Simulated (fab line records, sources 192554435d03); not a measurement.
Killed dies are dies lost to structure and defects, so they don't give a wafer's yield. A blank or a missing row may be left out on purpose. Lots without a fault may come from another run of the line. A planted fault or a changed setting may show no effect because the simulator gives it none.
Chamber matching | flow n5_finfet | N5_STI_FIN_REVEAL_CMP_04 on cmp-01: 4 sister chambers
The step polishes, stops on Si3N4, t overpolish 4 s, target thk 131.83 nm. 7 wafers are shown with their chamber, then 7 later ones without.

WAFERS WITH THEIR CHAMBER
wafer  | chamber | motor_current_A (A) | overpolish_run_s (s)
L085.4 | 1       | 7.1                 | 3.988
L086.2 | 2       | 7.8                 | 4.014
L088.2 | 1       | 7.4                 | 4.002
L088.5 | 0       | 7.2                 | 4.002
L088.6 | 3       | 9.2                 | 4.002
L092.4 | 0       | 7.3                 | 3.998
L092.5 | 3       | 9.3                 | 3.993

WAFERS WITHOUT THEIR CHAMBER
wafer  | motor_current_A (A) | overpolish_run_s (s)
L092.6 | 7.2                 | 3.981
L094.1 | 7.8                 | 4.003
L094.4 | 7.3                 | 4.005
L094.5 | 7.1                 | 4.007
L095.1 | 9.2                 | 4.014
L095.3 | 7.7                 | 3.981
L095.4 | 7.1                 | 4.008

WHICH CHAMBER EACH WENT THROUGH
wafer  | from the rows above          | in truth
L092.6 | can't be placed: 1 or 0      | 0
L094.1 | 2                            | 2
L094.4 | can't be placed: 0 or 1      | 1
L094.5 | can't be placed: 0 or 1      | 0
L095.1 | 3                            | 3
L095.3 | can't be placed: 1 or 0 or 2 | 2
L095.4 | can't be placed: 0 or 1      | 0
Placed correctly: 2 of 7. Can't be placed from these rows: 5 (the true chamber is among the candidates in 5). Placed wrongly: 0.
How it was worked out, from the rows above alone: a wafer's distance from a chamber is the root of the sum, over the readings, of the square of ((its reading less the chamber's mean) divided by the reading's scatter). The wafer belongs to the nearest chamber; if the next one is less than 2 further off, it can't be placed. A chamber's mean is the mean of its shown wafers. The scatter: the root of (the sum of the squares of (reading less its chamber's mean) over the shown wafers, divided by (wafers less chambers)).
